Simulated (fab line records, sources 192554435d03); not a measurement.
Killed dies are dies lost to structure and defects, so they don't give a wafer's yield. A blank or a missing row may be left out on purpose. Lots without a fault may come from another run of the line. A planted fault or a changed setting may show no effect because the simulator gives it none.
fab line records | flow n5_finfet
record lots=24 wafers=72 last_day=20
route steps=1938 shown BEOL_M5@1182 BEOL_M6@1194
lots that met no fault: from a run of the same line without faults
start_h: hours from the record's first day to the start of the lot's first wafer shown | wait_h: hours since the lot's step before | " the same as in the row above | L1.1+2: a row that stands for several wafers | - no value, or no start given | * or withheld: withheld | < > ~ a bound
route shown NAME@n: a module of which the file shows steps, and the number in the route of the first | usual: mean/standard deviation of fault-free wafers | same: alike in all rows | chamber/n: place in a boat | sites: the reading at each site | _std_site: their standard deviation | _edge_site: outer sites' mean less inner sites' | radius_mm: how far each site lies from the wafer's centre | mask NAME#n: copy n | behind: the tool/chamber that last shaped the wafer | hold: why the lot was held/for how many hours/how that ended | device: the transistor (n, p or np) that didn't switch | end of line: the same wafers' tests at the end of the route | a step without rows: its recipe alone | killed: dies lost to structure and defects at the first sort, not the wafer's yield | map: a wafer's dies, x killed, . not, _ none there
set.NAME: the setting as run; set.NAME@STEP: as run at that earlier step | model.NAME: the simulator's own value behind a step, which no gauge read
steps of the route over a sample of lots; a table a step, a row a wafer
services: from which hour (start_h, from the record's first day; less than 0 if before it) a tool's chamber was out of use, for how many hours, and why
## steps
# step N5_BEOL_M5_ANNEAL_89
# recipe temp_c=400 time_s=1800 ambient=vacuum
# usual heater_power_w=843/91
# columns lot.wafer tool chamber start_h wait_h heater_power_w
L074.2 pvd_sputter-03 - 220.27 0.0 822
L074.5 " - " " 722
L074.6 " - " " 716
L075.2 pvd_sputter-03 - 236.49 0.0 837
L075.3 " - " " 772
L075.4 " - " " 713
L077.1 pvd_sputter-01 - 245.19 0.0 1034
L077.2 " - " " 869
L077.5 " - " " 885
L078.1 pvd_sputter-03 - 251.41 0.0 722
L078.3 " - " " 778
L078.5 " - " " 762
L076.1 pvd_sputter-02 - 251.46 0.0 950
L076.2 " - " " 778
L076.4 " - " " 872
L079.3 pvd_sputter-02 - 260.42 0.0 938
L079.5 " - " " 878
L079.6 " - " " 826
L081.1 pvd_sputter-02 - 265.43 0.0 807
L081.3 " - " " 941
L081.6 " - " " 973
L082.1 pvd_sputter-03 - 269.56 0.0 838
L082.3 " - " " 724
L082.4 " - " " 781
L080.3 pvd_sputter-02 - 270.01 0.0 913
L080.5 " - " " 896
L080.6 " - " " 798
L083.1 pvd_sputter-01 - 274.36 0.0 856
L083.4 " - " " 874
L083.6 " - " " 1033
L084.1 pvd_sputter-02 - 275.16 0.0 888
L084.2 " - " " 929
L084.4 " - " " 956
L085.2 pvd_sputter-02 - 297.47 0.0 956
L085.3 " - " " 900
L085.6 " - " " 931
L086.1 pvd_sputter-01 - 301.30 0.0 1001
L086.4 " - " " 893
L086.6 " - " " 1074
L087.2 pvd_sputter-03 - 301.47 0.0 691
L087.3 " - " " 839
L087.5 " - " " 748
L088.2 pvd_sputter-02 - 301.89 0.0 894
L088.4 " - " " 933
L088.5 " - " " 881
L089.2 pvd_sputter-03 - 321.63 0.0 830
L089.4 " - " " 725
L089.5 " - " " 760
L090.1 pvd_sputter-02 - 333.47 0.0 791
L090.4 " - " " 936
L090.5 " - " " 892
L093.1 pvd_sputter-01 - 335.76 0.0 1007
L093.3 " - " " 862
L093.5 " - " " 884
L092.1 pvd_sputter-03 - 335.78 0.0 756
L092.2 " - " " 732
L092.5 " - " " 751
L091.1 pvd_sputter-02 - 343.31 0.0 826
L091.4 " - " " 868
L091.6 " - " " 885
L096.1 pvd_sputter-03 - 367.77 0.0 844
L096.2 " - " " 771
L096.3 " - " " 716
L095.1 pvd_sputter-03 - 373.17 0.0 728
L095.2 " - " " 733
L095.4 " - " " 860
L094.1 pvd_sputter-02 - 377.84 0.0 938
L094.4 " - " " 818
L094.5 " - " " 951
L097.4 pvd_sputter-03 - 377.92 0.0 843
L097.5 " - " " 720
L097.6 " - " " 771
# step N5_BEOL_M5_THK_MEAS_53
# recipe thk_meas_gauge=xrf reads=Cu_of_BEOL_M5_ECD_50
# usual M5_THK=62.3/1.6
# columns lot.wafer tool chamber start_h wait_h M5_THK[nm]
L074.2 film_metro-02 - 222.07 - 62.3
L074.5 " - " " 62.7
L074.6 " - " " 60.2
L075.2 film_metro-02 - 238.29 - 61.4
L075.3 " - " " 61.7
L075.4 " - " " 61.8
L077.1 film_metro-01 - 246.99 - 65.5
L077.2 " - " " 62.8
L077.5 " - " " 64.5
L078.1 film_metro-01 - 253.21 - 63.7
L078.3 " - " " 62.2
L078.5 " - " " 65.2
L076.1 film_metro-02 - 253.26 - 64.4
L076.2 " - " " 64.3
L076.4 " - " " 63.0
L079.3 film_metro-01 - 262.38 - 63.7
L079.5 " - " " 62.6
L079.6 " - " " 61.3
L081.1 film_metro-01 - 268.09 - 61.1
L081.3 " - " " 60.0
L081.6 " - " " 61.2
L082.1 film_metro-02 - 271.45 - 63.0
L082.3 " - " " 64.2
L082.4 " - " " 65.0
L080.3 film_metro-01 - 271.84 - 59.3
L080.5 " - " " 58.4
L080.6 " - " " 62.6
L083.1 film_metro-01 - 276.17 - 62.3
L083.4 " - " " 59.2
L083.6 " - " " 62.1
L084.1 film_metro-02 - 277.00 - 61.9
L084.2 " - " " 61.4
L084.4 " - " " 62.1
L085.2 film_metro-02 - 299.27 - 63.1
L085.3 " - " " 61.5
L085.6 " - " " 62.7
L086.1 film_metro-01 - 303.10 - 63.6
L086.4 " - " " 61.7
L086.6 " - " " 63.5
L087.2 film_metro-02 - 303.29 - 61.1
L087.3 " - " " 60.9
L087.5 " - " " 61.3
L088.2 film_metro-02 - 303.70 - 61.6
L088.4 " - " " 62.4
L088.5 " - " " 61.8
L089.2 film_metro-01 - 323.44 - 60.0
L089.4 " - " " 61.3
L089.5 " - " " 60.6
L090.1 film_metro-01 - 335.27 - 62.7
L090.4 " - " " 62.0
L090.5 " - " " 62.8
L093.1 film_metro-02 - 337.67 - 65.2
L093.3 " - " " 62.1
L093.5 " - " " 64.4
L092.1 film_metro-02 - 337.79 - 61.3
L092.2 " - " " 62.7
L092.5 " - " " 63.2
L091.1 film_metro-02 - 345.87 - 63.2
L091.4 " - " " 63.7
L091.6 " - " " 64.4
L096.1 film_metro-01 - 369.57 - 63.3
L096.2 " - " " 59.7
L096.3 " - " " 60.7
L095.1 film_metro-01 - 375.35 - 61.5
L095.2 " - " " 62.0
L095.4 " - " " 64.1
L094.1 film_metro-01 - 379.66 - 63.4
L094.4 " - " " 61.3
L094.5 " - " " 61.6
L097.4 film_metro-01 - 379.92 - 61.0
L097.5 " - " " 61.6
L097.6 " - " " 59.3
# step N5_BEOL_M6_ILD_DEP_00
# recipe material=SiCOH_lowk target_thk_a=1797.5 temp_c=300 precursor=DEMS/porogen pressure_torr=5 rf_w=500 time_s=33.4
# usual heater_power_w=318/59 showerhead_plenum_p_Torr=5.730/0.019 throttle_valve_pct=13.8/0.63
# columns lot.wafer tool chamber start_h wait_h heater_power_w showerhead_plenum_p_Torr throttle_valve_pct
L074.2 pecvd-01 0 222.41 0.0 345 5.727 14.6
L074.5 " 1 " " 236 5.710 13.6
L074.6 " 2 " " 427 5.701 13.9
L075.2 pecvd-02 1 238.61 0.0 300 5.745 13.9
L075.3 " 2 " " 321 5.742 12.9
L075.4 " 2 " " 258 5.732 12.9
L077.1 pecvd-01 1 247.31 0.0 220 5.707 13.7
L077.2 " 2 " " 359 5.717 13.8
L077.5 " 0 " " 307 5.729 14.4
L078.1 pecvd-03 0 253.53 0.0 374 5.748 14.2
L078.3 " 2 " " 350 5.716 12.8
L078.5 " 1 " " 372 5.724 14.1
L076.1 pecvd-01 2 253.58 0.0 367 5.728 13.8
L076.2 " 1 " " 234 5.708 13.5
L076.4 " 0 " " 313 5.728 14.7
L079.3 pecvd-03 0 262.70 0.0 331 5.742 14.3
L079.5 " 1 " " 391 5.718 14.2
L079.6 " 2 " " 337 5.730 12.6
L081.1 pecvd-02 2 268.50 0.0 288 5.717 13.2
L081.3 " 1 " " 258 5.748 13.9
L081.6 " 0 " " 215 5.776 13.8
L082.1 pecvd-03 1 271.78 0.0 356 5.721 14.2
L082.3 " 2 " " 340 5.709 12.7
L082.4 " 0 " " 347 5.742 14.3
L080.3 pecvd-03 0 272.36 0.0 364 5.750 14.0
L080.5 " 0 " " 355 5.742 14.3
L080.6 " 2 " " 337 5.728 12.4
L083.1 pecvd-02 0 276.50 0.0 239 5.785 13.5
L083.4 " 1 " " 276 5.748 13.9
L083.6 " 0 " " 241 5.782 13.7
L084.1 pecvd-01 1 277.34 0.0 253 5.697 13.5
L084.2 " 0 " " 291 5.723 14.7
L084.4 " 1 " " 253 5.695 13.5
L085.2 pecvd-03 2 299.59 0.0 326 5.714 12.4
L085.3 " 1 " " 376 5.726 14.3
L085.6 " 0 " " 305 5.753 14.3
L086.1 pecvd-03 2 303.42 0.0 356 5.716 12.6
L086.4 " 0 " " 358 5.732 13.8
L086.6 " 2 " " 355 5.724 12.5
L087.2 pecvd-01 0 303.61 0.0 328 5.741 14.7
L087.3 " 1 " " 248 5.709 13.7
L087.5 " 0 " " 341 5.733 14.6
L088.2 pecvd-01 1 304.02 0.0 243 5.703 13.9
L088.4 " 1 " " 250 5.705 13.5
L088.5 " 0 " " 345 5.735 14.6
L089.2 pecvd-01 2 323.76 0.0 429 5.737 13.9
L089.4 " 1 " " 216 5.704 13.5
L089.5 " 2 " " 423 5.723 13.9
L090.1 pecvd-03 2 335.61 0.0 360 5.717 12.5
L090.4 " 0 " " 376 5.743 14.4
L090.5 " 2 " " 282 5.713 12.7
L093.1 pecvd-02 1 337.99 0.0 283 5.745 13.7
L093.3 " 0 " " 227 5.762 13.4
L093.5 " 1 " " 292 5.741 14.0
L092.1 pecvd-01 1 338.11 0.0 257 5.710 13.6
L092.2 " 0 " " 321 5.716 14.8
L092.5 " 2 " " 414 5.710 14.2
L091.1 pecvd-03 0 346.20 0.0 370 5.742 14.2
L091.4 " 1 " " 394 5.703 14.2
L091.6 " 2 " " 346 5.731 12.5
L096.1 pecvd-01 0 369.97 0.0 266 5.725 14.7
L096.2 " 1 " " 252 5.716 13.5
L096.3 " 2 " " 355 5.728 14.0
L095.1 pecvd-02 2 375.67 0.0 317 5.726 13.2
L095.2 " 0 " " 237 5.774 13.4
L095.4 " 0 " " 245 5.763 13.7
L094.1 pecvd-03 2 379.98 0.0 315 5.726 12.7
L094.4 " 2 " " 315 5.712 12.7
L094.5 " 1 " " 371 5.709 14.2
L097.4 pecvd-02 2 380.26 0.1 304 5.713 13.1
L097.5 " 1 " " 256 5.743 13.8
L097.6 " 0 " " 202 5.780 13.6
# step N5_BEOL_M6_STRIP_36
# recipe chemistry=N2/H2 power_w=450 temp_c=40 pressure_mtorr=20 rf_frequency_hz=6e+07 overash_fraction=0.3 bias_power_w=7 h2_frac=0.5 n2_flow_sccm=200 h2_flow_sccm=200
# usual bias_power_w=7.002/0.02 drypump_motor_current_A=5.8/0.44 oes_product_au=0.76/0.063 rf_vpp_V=59.3/1.4 showerhead_plenum_p_Torr=2.57/0.071 temp_c=39.99/0.12 throttle_valve_pct=23.7/0.32
# columns lot.wafer tool chamber start_h wait_h bias_power_w drypump_motor_current_A oes_product_au rf_hours_counter_h rf_vpp_V showerhead_plenum_p_Torr temp_c throttle_valve_pct
L074.2 rie_diel-04 3 228.95 0.0 7.015 6.5 0.75 193 57.1 2.63 39.87 23.2
L074.5 " 0 " " 6.984 6.4 0.93 - 58.9 2.71 39.94 23.5
L074.6 " 1 " " 7.005 5.3 0.80 - 58.8 2.55 40.08 23.1
L075.2 rie_diel-04 0 243.99 0.0 7.030 6.4 0.90 26 60.2 2.71 40.12 23.5
L075.3 " 1 " " 7.025 5.3 0.79 106 59.9 2.55 39.94 23.1
L075.4 " 3 " " 6.980 6.5 0.74 199 57.9 2.62 39.94 23.2
L077.1 rie_diel-06 1 252.41 0.0 7.055 5.7 0.82 82 58.4 2.56 39.90 23.7
L077.2 " 2 " " 6.997 5.1 0.72 190 58.1 2.63 40.15 23.7
L077.5 " 3 " " 7.026 5.9 0.75 - 60.7 2.53 40.10 23.6
L076.1 rie_diel-04 1 260.56 0.0 6.983 5.3 0.79 112 59.2 2.55 40.01 23.1
L076.2 " 2 " " 7.024 5.5 0.70 222 61.9 2.61 40.11 24.3
L076.4 " 0 " " 6.993 6.4 0.88 - 59.9 2.70 40.05 23.5
L078.1 rie_diel-01 3 260.84 0.0 6.987 5.6 0.73 155 57.2 2.53 40.02 23.8
L078.3 " 1 " " 7.017 5.8 0.80 105 56.8 2.56 39.98 23.6
L078.5 " 2 " " 6.994 6.3 0.82 - 58.7 2.46 39.92 23.7
L079.3 rie_diel-01 2 266.57 0.0 7.009 6.3 0.81 86 57.7 2.46 39.89 23.7
L079.5 " 3 " " 7.011 5.6 0.74 - 60.2 2.53 40.10 23.8
L079.6 " 2 " " 7.003 6.3 0.82 - 61.0 2.46 39.82 23.7
L081.1 rie_diel-04 2 272.34 0.0 6.977 5.4 0.70 230 58.4 2.61 39.94 24.3
L081.3 " 1 " " 7.019 5.3 0.78 120 58.4 2.54 40.13 23.1
L081.6 " 0 " " 7.006 6.4 0.89 - 57.8 2.70 40.18 23.5
L082.1 rie_diel-04 0 275.60 0.0 7.014 6.4 0.89 42 59.1 2.70 40.05 23.5
L082.3 " 2 " " 6.961 5.4 0.69 232 58.5 2.61 39.97 24.3
L082.4 " 0 " " 7.000 6.4 0.87 - 60.4 2.70 39.90 23.5
L080.3 rie_diel-04 1 276.88 0.0 6.971 5.3 0.78 123 61.8 2.54 39.87 23.1
L080.5 " 0 " " 6.993 6.4 0.88 - 61.2 2.70 40.13 23.5
L080.6 " 1 " " 6.974 5.3 0.77 - 61.1 2.54 39.89 23.1
L083.1 rie_diel-06 2 279.95 0.0 7.050 5.1 0.72 203 58.9 2.63 39.89 23.7
L083.4 " 3 " " 6.985 5.8 0.73 169 58.9 2.52 40.20 23.7
L083.6 " 3 " " 7.001 5.9 0.74 - 59.9 2.52 39.96 23.7
L084.1 rie_diel-01 0 282.62 0.0 6.973 5.8 0.82 96 57.5 2.67 40.00 23.8
L084.2 " 3 " " 6.988 5.6 0.74 165 58.7 2.53 39.97 23.8
L084.4 " 1 " " 7.020 5.7 0.80 113 58.5 2.56 40.26 23.6
L085.2 rie_diel-01 2 304.68 0.0 6.994 6.3 0.79 101 59.0 2.45 39.99 23.8
L085.3 " 0 " " 6.963 5.8 0.81 104 59.5 2.66 39.96 23.8
L085.6 " 2 " " 6.965 6.2 0.80 - 59.0 2.45 39.92 23.7
L086.1 rie_diel-06 3 305.73 0.0 7.005 5.9 0.73 179 58.5 2.52 39.87 23.7
L086.4 " 3 " " 7.015 5.9 0.72 - 61.5 2.52 40.03 23.7
L086.6 " 2 " " 7.038 5.1 0.71 - 61.6 2.62 40.01 23.7
L087.2 rie_diel-06 2 307.66 0.0 6.982 5.1 0.73 213 60.8 2.62 39.92 23.7
L087.3 " 3 " " 7.006 5.9 0.72 180 59.1 2.52 40.06 23.7
L087.5 " 3 " " 6.974 5.9 0.71 - 59.2 2.52 40.16 23.7
L088.2 rie_diel-04 3 308.13 0.0 6.993 6.5 0.74 214 61.0 2.62 39.90 23.3
L088.4 " 0 " " 7.006 6.4 0.85 56 63.3 2.69 40.13 23.5
L088.5 " 2 " " 6.994 5.4 0.67 - 56.2 2.60 39.78 24.3
L089.2 rie_diel-04 3 329.93 0.0 7.013 6.4 0.72 226 60.5 2.61 39.96 23.3
L089.4 " 3 " " 7.012 6.5 0.72 - 59.1 2.61 39.94 23.3
L089.5 " 3 " " 7.012 6.5 0.71 - 58.2 2.61 39.95 23.3
L090.1 rie_diel-06 3 339.45 0.0 7.030 5.9 0.71 193 57.5 2.51 39.98 23.7
L090.4 " 0 " " 6.998 5.9 0.69 235 59.1 2.50 40.13 24.0
L090.5 " 1 " " 7.004 5.8 0.80 - 60.8 2.55 39.84 23.7
L092.1 rie_diel-01 2 342.53 0.0 6.978 6.3 0.78 119 59.6 2.45 40.04 23.7
L092.2 " 3 " " 7.020 5.6 0.72 191 60.4 2.52 40.15 23.8
L092.5 " 3 " " 7.037 5.6 0.72 - 61.9 2.52 39.94 23.8
L093.1 rie_diel-04 1 342.70 0.0 6.990 5.3 0.74 153 58.8 2.53 39.95 23.2
L093.3 " 0 " " 7.017 6.4 0.83 68 56.9 2.69 40.13 23.5
L093.5 " 3 " " 7.006 6.5 0.71 - 60.8 2.61 40.06 23.3
L091.1 rie_diel-06 2 349.84 0.0 7.049 5.1 0.70 229 57.5 2.62 39.70 23.7
L091.4 " 3 " " 6.986 5.9 0.72 197 58.8 2.51 40.01 23.7
L091.6 " 2 " " 6.995 5.0 0.69 - 59.3 2.62 39.86 23.7
L096.1 rie_diel-06 1 374.26 0.0 7.007 5.7 0.78 126 61.3 2.54 39.96 23.8
L096.2 " 3 " " 6.994 5.9 0.71 207 58.9 2.51 39.89 23.7
L096.3 " 2 " " 7.005 5.1 0.68 238 61.5 2.61 39.91 23.8
L095.1 rie_diel-06 1 382.21 0.0 7.028 5.7 0.77 129 58.0 2.54 40.06 23.8
L095.2 " 2 " " 7.003 5.1 0.68 241 57.3 2.61 40.09 23.7
L095.4 " 2 " " 7.012 5.1 0.68 - 60.7 2.61 40.19 23.8
L097.4 rie_diel-01 2 386.04 0.0 6.991 6.2 0.77 137 58.2 2.44 40.11 23.8
L097.5 " 2 " " 7.005 6.2 0.77 - 59.5 2.44 40.10 23.8
L097.6 " 3 " " 6.977 5.6 0.71 - 60.6 2.51 40.17 23.9
L094.1 rie_diel-04 2 386.38 0.0 6.939 5.5 0.90 16 58.4 2.59 39.98 24.0
L094.4 " 0 " " 7.009 6.4 0.82 80 58.5 2.68 40.21 23.5
L094.5 " 3 " " 7.015 6.5 0.71 - 61.2 2.60 39.96 23.3
# step N5_BEOL_M6_CD_MEAS_35
# recipe target_cd_nm=40 target_cd_y_nm=28 polarity=opening
# usual cd_nm=40.0/0.46
# columns lot.wafer tool chamber start_h wait_h cd_nm
L074.2 cd_sem-02 - 229.30 0.0 39.5
L074.5 " - " " 39.8
L074.6 " - " " 40.2
L075.2 cd_sem-01 - 244.34 0.0 39.1
L075.3 " - " " 40.1
L075.4 " - " " 40.3
L077.1 cd_sem-02 - 252.76 0.0 40.4
L077.2 " - " " 39.9
L077.5 " - " " 40.1
L076.1 cd_sem-02 - 260.91 0.0 40.3
L076.2 " - " " 39.4
L076.4 " - " " 40.8
L078.1 cd_sem-03 - 261.19 0.0 39.5
L078.3 " - " " 40.4
L078.5 " - " " 39.8
L079.3 cd_sem-01 - 266.92 0.0 40.4
L079.5 " - " " 40.5
L079.6 " - " " 41.1
L081.1 cd_sem-01 - 272.69 0.0 40.1
L081.3 " - " " 40.5
L081.6 " - " " 39.5
L082.1 cd_sem-02 - 275.95 0.0 40.0
L082.3 " - " " 38.9
L082.4 " - " " 39.7
L080.3 cd_sem-03 - 277.23 0.0 39.6
L080.5 " - " " 40.1
L080.6 " - " " 40.2
L083.1 cd_sem-01 - 280.29 0.0 40.3
L083.4 " - " " 40.0
L083.6 " - " " 39.3
L084.1 cd_sem-02 - 282.96 0.0 40.2
L084.2 " - " " 39.5
L084.4 " - " " 40.3
L085.2 cd_sem-02 - 305.14 0.0 40.3
L085.3 " - " " 39.6
L085.6 " - " " 40.2
L086.1 cd_sem-01 - 306.19 0.0 40.2
L086.4 " - " " 39.9
L086.6 " - " " 40.3
L087.2 cd_sem-03 - 308.01 0.0 39.4
L087.3 " - " " 40.0
L087.5 " - " " 39.4
L088.2 cd_sem-01 - 308.60 0.0 40.1
L088.4 " - " " 40.0
L088.5 " - " " 39.1
L089.2 cd_sem-01 - 330.36 0.0 40.6
L089.4 " - " " 40.1
L089.5 " - " " 39.1
L090.1 cd_sem-01 - 339.81 0.0 39.1
L090.4 " - " " 39.9
L090.5 " - " " 40.3
L092.1 cd_sem-03 - 342.89 0.0 41.0
L092.2 " - " " 40.7
L092.5 " - " " 40.4
L093.1 cd_sem-01 - 343.05 0.0 39.0
L093.3 " - " " 39.3
L093.5 " - " " 39.9
L091.1 cd_sem-03 - 350.20 0.0 39.8
L091.4 " - " " 39.2
L091.6 " - " " 39.5
L096.1 cd_sem-02 - 374.61 0.0 40.5
L096.2 " - " " 40.1
L096.3 " - " " 39.7
L095.1 cd_sem-03 - 382.56 0.0 39.6
L095.2 " - " " 40.0
L095.4 " - " " 39.8
L097.4 cd_sem-02 - 386.39 0.0 39.7
L097.5 " - " " 40.4
L097.6 " - " " 40.3
L094.1 cd_sem-03 - 386.73 0.0 40.2
L094.4 " - " " 40.5
L094.5 " - " " 40.4
# step N5_BEOL_M6_INSPECT_58
# recipe inspect_instrument=darkfield mode=post_dep
# usual raw_defect_count=70/22
# columns lot.wafer tool chamber start_h wait_h raw_defect_count
L074.2 defect_inspect-01 - 232.23 0.0 96
L074.5 " - " " 42
L074.6 " - " " 45
L075.2 defect_inspect-01 - 246.49 0.0 53
L075.3 " - " " 84
L075.4 " - " " 58
L077.1 defect_inspect-01 - 254.92 0.0 69
L077.2 " - " " 40
L077.5 " - " " 41
L076.1 defect_inspect-01 - 263.60 0.0 41
L076.2 " - " " 82
L076.4 " - " " 39
L078.1 defect_inspect-01 - 263.87 0.0 90
L078.3 " - " " 69
L078.5 " - " " 99
L079.3 defect_inspect-01 - 269.52 0.0 80
L079.5 " - " " 61
L079.6 " - " " 47
L081.1 defect_inspect-02 - 275.39 0.0 85
L081.3 " - " " 50
L081.6 " - " " 87
L082.1 defect_inspect-02 - 278.65 0.0 103
L082.3 " - " " 154
L082.4 " - " " 88
L080.3 defect_inspect-02 - 280.43 0.0 55
L080.5 " - " " 59
L080.6 " - " " 53
L083.1 defect_inspect-01 - 284.94 0.0 81
L083.4 " - " " 71
L083.6 " - " " 86
L084.1 defect_inspect-02 - 286.61 0.1 87
L084.2 " - " " 100
L084.4 " - " " 56
L085.2 defect_inspect-01 - 309.00 0.0 59
L085.3 " - " " 88
L085.6 " - " " 75
L086.1 defect_inspect-01 - 309.77 0.0 55
L086.4 " - " " 69
L086.6 " - " " 61
L087.2 defect_inspect-02 - 310.29 0.0 48
L087.3 " - " " 48
L087.5 " - " " 79
L088.2 defect_inspect-01 - 311.09 0.0 75
L088.4 " - " " 69
L088.5 " - " " 40
L089.2 defect_inspect-02 - 333.30 0.0 50
L089.4 " - " " 73
L089.5 " - " " 67
L090.1 defect_inspect-01 - 345.28 0.0 82
L090.4 " - " " 57
L090.5 " - " " 98
L092.1 defect_inspect-01 - 345.74 0.0 56
L092.2 " - " " 98
L092.5 " - " " 89
L093.1 defect_inspect-02 - 346.31 0.0 77
L093.3 " - " " 72
L093.5 " - " " 41
L091.1 defect_inspect-01 - 354.31 0.0 59
L091.4 " - " " 63
L091.6 " - " " 67
L096.1 defect_inspect-01 - 378.81 0.0 52
L096.2 " - " " 66
L096.3 " - " " 56
L095.1 defect_inspect-01 - 385.19 0.0 140
L095.2 " - " " 122
L095.4 " - " " 128
L097.4 defect_inspect-02 - 390.30 0.0 45
L097.5 " - " " 65
L097.6 " - " " 65
L094.1 defect_inspect-01 - 390.96 0.0 73
L094.4 " - " " 44
L094.5 " - " " 63
## services
# columns tool chamber start_h hours kind
pecvd-03 2 202.38 - clean
pvd_sputter-02 - 202.44 2.8 repair
pvd_sputter-03 - 211.08 3.7 repair
rie_diel-06 1 214.42 9.5 repair
pecvd-02 - 223.04 0.3 repair
rie_diel-01 - 234.77 2.8 pm
rie_diel-06 3 258.10 3.1 repair
rie_diel-04 3 260.32 20.8 repair
pecvd-02 - 261.64 0.5 repair
pecvd-02 - 267.16 1.1 repair
rie_diel-06 1 301.28 8.3 repair
rie_diel-06 - 310.71 2.8 pm
rie_diel-01 0 311.39 14.6 repair
rie_diel-04 2 317.65 - clean
rie_diel-04 2 317.65 - consumable_replace:focus_ring
rie_diel-04 2 317.65 19.5 scheduled_down
rie_diel-04 2 317.65 19.5 vent_cycle
rie_diel-01 1 323.83 2.3 repair
rie_diel-04 0 328.48 9.2 repair
rie_diel-01 1 337.50 9.0 repair
pecvd-02 - 345.51 2.8 pm
pecvd-03 - 362.37 1.5 repair
rie_diel-01 3 376.33 6.9 repair
rie_diel-06 0 377.94 8.3 repair
## key
fault none
